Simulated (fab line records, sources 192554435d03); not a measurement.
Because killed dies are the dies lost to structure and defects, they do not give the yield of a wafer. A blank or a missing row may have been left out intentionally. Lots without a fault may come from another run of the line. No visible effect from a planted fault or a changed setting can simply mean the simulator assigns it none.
Matching of chambers -- flow n5-finfet -- N5_SDB_ETCH_18 on rie-diel-05 has 4 sister chambers
The step etches SOC in N2/H2, target depth 100 nm, overetch 20 nm, time 150 s. 8 wafers are shown with their chamber, then 8 later ones without.

== EACH WAFER AND ITS CHAMBER ==
wafer,chamber,showerhead-plenum-p-Torr (Torr),drypump-motor-current-A (A)
L076.1,0,2.63,5.1
L082.3,0,2.62,5.2
L086.4,2,2.33,5.4
L086.6,3,2.50,5.6
L087.1,1,2.64,6.2
L087.2,3,2.50,5.5
L087.3,2,2.33,5.4
L092.2,1,2.64,6.1

== WAFERS MISSING THEIR CHAMBER ==
wafer,showerhead-plenum-p-Torr (Torr),drypump-motor-current-A (A)
L092.4,2.32,5.5
L092.6,2.50,5.6
L095.3,2.64,6.1
L095.5,2.32,5.5
L095.6,2.64,6.2
L097.2,2.62,5.1
L097.4,2.32,5.5
L097.5,2.63,6.2

== WHICH CHAMBER EACH WENT THROUGH ==
wafer,from the rows above,in truth
L092.4,2,2
L092.6,3,3
L095.3,1,1
L095.5,2,2
L095.6,1,1
L097.2,0,0
L097.4,2,2
L097.5,1,1
Placed correctly: 8 of 8. From these rows, 0 cannot be placed. Number placed wrongly: 0.
How it was worked out, from the rows above alone: a wafer's distance from a chamber is the root of the sum, over the readings, of the square of ((its reading less the chamber's mean) divided by the reading's scatter). The wafer belongs to the nearest chamber; if the next one is less than 2 further off, it can't be placed. The mean given for a chamber averages the wafers shown for that chamber. The scatter: take each reading less its chamber's mean, square it, sum over the shown wafers, divide by the number of wafers less the number of chambers, and take the root.
